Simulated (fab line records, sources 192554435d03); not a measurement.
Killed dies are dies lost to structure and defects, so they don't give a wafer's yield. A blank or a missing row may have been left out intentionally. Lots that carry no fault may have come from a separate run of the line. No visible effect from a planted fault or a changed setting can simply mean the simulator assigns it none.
Chamber matching    flow n5Finfet    4 sister chambers for N5_BEOL_M11_STRIP_36 on rieDiel-01
The step strips in N2/H2. 8 wafers are shown with their chamber, then 10 later ones without.

WAFERS, EACH WITH ITS CHAMBER
wafer   chamber  showerheadPlenumPTorr (Torr)  drypumpMotorCurrentA (A)
L074.4  2        2.50                          5.3
L086.1  1        2.61                          5.9
L086.2  0        2.59                          6.1
L084.3  3        2.61                          5.8
L084.4  1        2.61                          6.0
L084.6  3        2.61                          5.8
L088.2  0        2.59                          6.1
L088.3  2        2.49                          5.3

WAFERS WITH NO CHAMBER GIVEN
wafer   showerheadPlenumPTorr (Torr)  drypumpMotorCurrentA (A)
L088.6  2.61                          5.7
L091.1  2.49                          5.3
L091.2  2.58                          6.1
L091.6  2.60                          6.0
L093.1  2.48                          5.3
L093.5  2.48                          5.2
L093.6  2.58                          6.1
L096.1  2.48                          5.3
L096.4  2.60                          5.8
L096.6  2.60                          6.0

THE CHAMBER EACH PASSED THROUGH
wafer   from the rows above      in truth
L088.6  3                        3
L091.1  2                        2
L091.2  0                        0
L091.6  can't be placed: 1 or 0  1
L093.1  2                        2
L093.5  2                        2
L093.6  0                        0
L096.1  2                        2
L096.4  3                        3
L096.6  can't be placed: 1 or 0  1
Placed correctly: 8 of 10. Can't be placed from these rows: 2 (the true chamber is among the candidates in 2). Wrongly placed: 0.
How it was worked out, from the rows above alone: a wafer's distance from a chamber is the root of the sum, over the readings, of the square of ((its reading less the chamber's mean) divided by the reading's scatter). If the next closest chamber is less than 2 further off than the closest, the wafer can't be placed; otherwise it belongs to the closest. A chamber's mean is the mean of its shown wafers. The scatter: take each reading less its chamber's mean, square it, sum over the shown wafers, divide by the number of wafers less the number of chambers, and take the root.
